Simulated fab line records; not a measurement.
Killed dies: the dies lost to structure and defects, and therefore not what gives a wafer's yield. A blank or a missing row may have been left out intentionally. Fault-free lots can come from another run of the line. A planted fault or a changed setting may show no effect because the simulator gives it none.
Which tool is to blame? -- flow n5Finfet -- Sampling: 21 lots, 63 wafers, 4 of 1938 route steps

## WHAT THE GAUGES SHOWED, per wafer
N5_BEOL_M3_OVL_MEAS_12.
lot,measured,on,M3_OVL (nm)
L075,day 7 00:05,overlay-02,0.6 -0.6 -0.1
L074,day 7 00:17,overlay-02,-0.5 0.0 -0.4
L076,day 7 07:22,overlay-02,0.4 0.0 0.1
L077,day 7 18:17,overlay-02,-1.3 -1.5 -1.3
L078,day 7 21:08,overlay-02,0.2 -0.4 -0.3
L080,day 8 15:05,overlay-01,-0.4 -0.2 -0.4
L081,day 8 19:20,overlay-01,0.2 0.4 -0.4
L082,day 8 20:35,overlay-01,0.5 0.2 -0.7
L083,day 9 01:40,overlay-02,0.4 -0.7 -0.2
L084,day 9 04:20,overlay-01,-0.3 -0.8 -0.7
L086,day 9 21:55,overlay-02,0.2 0.0 -0.5
L085,day 10 04:31,overlay-01,-0.2 0.7 -0.2
L087,day 10 05:00,overlay-02,-0.3 -1.2 -0.4
L088,day 10 10:11,overlay-01,-0.5 -0.8 -0.7
L089,day 10 21:23,overlay-02,0.1 -1.1 0.1
L090,day 11 00:43,overlay-01,-0.2 -0.5 -1.3
L091,day 11 05:21,overlay-01,-0.5 -0.3 -0.8
L093,day 11 21:58,overlay-01,0.5 0.3 0.7
L094,day 12 09:17,overlay-02,0.7 0.2 -0.7
L095,day 12 18:03,overlay-01,-2.1 -1.0 -0.1
L097,day 13 10:38,overlay-01,0.8 0.1 0.1

N5_BEOL_M3_CD_MEAS_18: pitch 36 nm, target cd 18 nm.
lot,measured,on,cdNm (nm)
L075,day 7 00:38,cdSem-01,18.1 17.5 18.2
L074,day 7 00:50,cdSem-03,17.4 17.5 17.7
L076,day 7 07:53,cdSem-03,18.1 18.2 17.8
L077,day 7 18:49,cdSem-02,17.9 17.2 17.4
L078,day 7 21:40,cdSem-03,17.1 17.9 18.2
L080,day 8 16:13,cdSem-02,17.3 17.7 17.0
L081,day 8 19:52,cdSem-01,17.7 17.9 18.4
L082,day 8 21:06,cdSem-02,18.4 17.7 18.1
L083,day 9 02:11,cdSem-01,17.6 18.0 17.9
L084,day 9 04:52,cdSem-03,18.3 18.7 18.1
L086,day 9 23:19,cdSem-03,18.0 17.7 17.7
L085,day 10 05:15,cdSem-02,18.0 17.9 18.6
L087,day 10 05:32,cdSem-01,18.4 18.5 18.1
L088,day 10 10:47,cdSem-01,17.6 18.0 17.8
L089,day 10 21:55,cdSem-02,18.1 18.0 17.1
L090,day 11 01:48,cdSem-03,17.6 17.6 18.1
L091,day 11 05:59,cdSem-02,17.2 17.8 16.7
L093,day 11 22:32,cdSem-01,18.2 17.4 18.2
L094,day 12 09:48,cdSem-01,18.2 18.3 18.7
L095,day 12 18:57,cdSem-01,17.4 17.2 17.7
L097,day 13 11:13,cdSem-01,17.9 18.3 18.6

## WHICH TOOL RAN EACH LOT (tool, then ch and the chambers of the sampled wafers, then the start)
lot,N5_BEOL_M3_ETCH_63,N5_BEOL_M3_STRIP_19
L075,"rieDiel-02 ch 0,1, day 7 00:14","rieDiel-03 ch 1,2, day 7 00:34"
L074,"rieDiel-02 ch 0,1, day 7 00:28","rieDiel-01 ch 1,2,3, day 7 00:46"
L076,"rieDiel-03 ch 0,1,3, day 7 07:31","rieDiel-02 ch 0,1,2, day 7 07:49"
L077,"rieDiel-02 ch 0,2, day 7 18:26","rieDiel-01 ch 2,3, day 7 18:44"
L078,"rieDiel-02 ch 2,3, day 7 21:17","rieDiel-02 ch 0,2,3, day 7 21:35"
L080,"rieDiel-03 ch 0,1, day 8 15:46","rieDiel-01 ch 0,1,2, day 8 16:09"
L081,"rieDiel-03 ch 0,1, day 8 19:29","rieDiel-03 ch 0,3, day 8 19:47"
L082,"rieDiel-02 ch 1,2, day 8 20:43","rieDiel-03 ch 0,3, day 8 21:02"
L083,"rieDiel-01 ch 1,3, day 9 01:48","rieDiel-01 ch 0,2, day 9 02:07"
L084,"rieDiel-03 ch 0,1,3, day 9 04:29","rieDiel-03 ch 0,1,3, day 9 04:47"
L086,"rieDiel-03 ch 0,1,3, day 9 22:44","rieDiel-03 ch 0,1,3, day 9 23:14"
L085,"rieDiel-02 ch 0,1,2, day 10 04:50","rieDiel-01 ch 1,2, day 10 05:11"
L087,"rieDiel-02 ch 0,1,2, day 10 05:09","rieDiel-02 ch 1,3, day 10 05:28"
L088,"rieDiel-03 ch 0,1,3, day 10 10:19","rieDiel-01 ch 2,3, day 10 10:43"
L089,"rieDiel-02 ch 1,2, day 10 21:32","rieDiel-01 ch 0,3, day 10 21:50"
L090,"rieDiel-03 ch 0,1,2, day 11 01:16","rieDiel-02 ch 0,3, day 11 01:44"
L091,"rieDiel-02 ch 0,2,3, day 11 05:29","rieDiel-01 ch 1,3, day 11 05:55"
L093,"rieDiel-01 ch 1,3, day 11 22:10","rieDiel-03 ch 0,1,2, day 11 22:28"
L094,"rieDiel-03 ch 1,3, day 12 09:25","rieDiel-01 ch 0,3, day 12 09:44"
L095,"rieDiel-03 ch 1,2, day 12 18:29","rieDiel-02 ch 1,2, day 12 18:53"
L097,"rieDiel-01 ch 0,2,3, day 13 10:47","rieDiel-02 ch 0,3, day 13 11:09"
- N5_BEOL_M3_ETCH_63: etches SiARC in CF4, target depth 15.6 nm, time 26 s.
- N5_BEOL_M3_STRIP_19: strips in O2.

## AS READ BY THE TOOLS THEMSELVES (means over the sampled wafers that have a number; for cases with no such wafer, the mark the record gives instead)
N5_BEOL_M3_ETCH_63.
lot,tool,drypumpMotorCurrentA (A),etchRfOnTimeS (s),mfcArSccm (sccm),oesProductAu (a.u.),rfVppV (V),showerheadPlenumPTorr (Torr),throttleValvePct (%)
L075,rieDiel-02,5.9,26.0,100.1,0.66,184.1,2.12,15.53
L074,rieDiel-02,5.9,26.0,100.1,0.67,183.5,2.12,15.52
L076,rieDiel-03,5.5,25.6,99.9,0.63,183.9,2.12,15.86
L077,rieDiel-02,5.4,26.7,100.0,0.68,183.2,2.08,15.55
L078,rieDiel-02,5.5,26.3,100.5,0.71,184.4,2.18,15.39
L080,rieDiel-03,5.7,25.5,100.0,0.63,184.1,2.15,15.96
L081,rieDiel-03,5.7,25.4,99.5,0.64,183.7,2.09,15.88
L082,rieDiel-02,6.0,25.8,100.5,0.62,184.1,2.10,15.60
L083,rieDiel-01,6.6,25.6,100.1,0.61,182.8,2.11,15.60
L084,rieDiel-03,5.4,25.2,99.9,0.63,184.0,2.12,15.90
L086,rieDiel-03,5.5,25.2,99.9,0.63,184.0,2.12,15.89
L085,rieDiel-02,5.7,26.6,99.9,0.64,183.5,2.08,15.60
L087,rieDiel-02,5.7,26.6,100.0,0.64,183.9,2.09,15.59
L088,rieDiel-03,5.5,25.2,100.1,0.62,183.2,2.11,15.90
L089,rieDiel-02,6.0,26.0,100.3,0.61,183.1,2.09,15.63
L090,rieDiel-03,5.6,25.4,100.1,0.62,184.0,2.14,15.95
L091,rieDiel-02,5.4,26.6,99.9,0.67,184.1,2.13,15.51
L093,rieDiel-01,6.6,26.1,100.3,0.58,183.2,2.10,15.66
L094,rieDiel-03,5.5,25.1,100.0,0.62,183.6,2.05,15.87
L095,rieDiel-03,5.4,25.4,100.2,0.78,184.0,2.14,15.55
L097,rieDiel-01,6.0,25.6,100.0,0.71,184.2,2.15,15.64

N5_BEOL_M3_STRIP_19.
lot,tool,drypumpMotorCurrentA (A),oesProductAu (a.u.),rfVppV (V),showerheadPlenumPTorr (Torr),throttleValvePct (%)
L075,rieDiel-03,5.6,0.74,3.4,2.07,17.0
L074,rieDiel-01,6.3,0.72,3.3,2.09,16.9
L076,rieDiel-02,5.7,0.78,3.6,2.05,16.6
L077,rieDiel-01,6.0,0.72,3.4,2.12,17.2
L078,rieDiel-02,5.5,0.82,3.7,2.11,16.7
L080,rieDiel-01,6.0,0.76,4.1,2.06,16.7
L081,rieDiel-03,5.4,0.72,4.0,2.13,17.0
L082,rieDiel-03,5.3,0.73,3.8,2.10,17.0
L083,rieDiel-01,5.7,0.77,3.3,2.10,17.0
L084,rieDiel-03,5.5,0.73,3.4,2.08,17.0
L086,rieDiel-03,5.5,0.73,3.7,2.08,17.0
L085,rieDiel-01,6.0,0.69,4.1,2.05,17.0
L087,rieDiel-02,5.8,0.82,3.7,2.19,16.6
L088,rieDiel-01,6.0,0.70,3.5,2.12,17.2
L089,rieDiel-01,6.3,0.77,4.2,2.16,16.8
L090,rieDiel-02,5.4,0.85,3.4,2.19,16.6
L091,rieDiel-01,6.6,0.68,3.9,2.04,16.6
L093,rieDiel-03,5.5,0.82,3.4,2.10,16.9
L094,rieDiel-01,6.2,0.75,3.7,2.16,16.8
L095,rieDiel-02,6.0,0.71,3.6,2.04,16.7
L097,rieDiel-02,5.4,0.82,3.7,2.12,16.7

## THE ANSWER, worked out from the rows above alone
Rule: usual is defined by the lots themselves. The widest of any qualifying gaps counts: lots, ordered by their means at a reading, are off when they make up no more than a third of the lots, leave a main group of 4 or more, and stand apart from it by 3 or more times the standard deviation of that group's means. A main group whose means are all the same, to the digits that the tables above print for the reading, isn't used. A lot without any number at a reading at which 4 lots or more have one is off too. All remaining lots with rows at the step are treated as sound. The gauges are gone through in route order, then the tools' own readings, and for those a lot's mean is taken as printed above. At the first step where some lot is off, the reading lying furthest off is the one used; lots without a number count as furthest.
No lot is off on any of the readings shown, so nothing can be concluded from this.

## WHAT THE SIMULATOR HAD INSERTED
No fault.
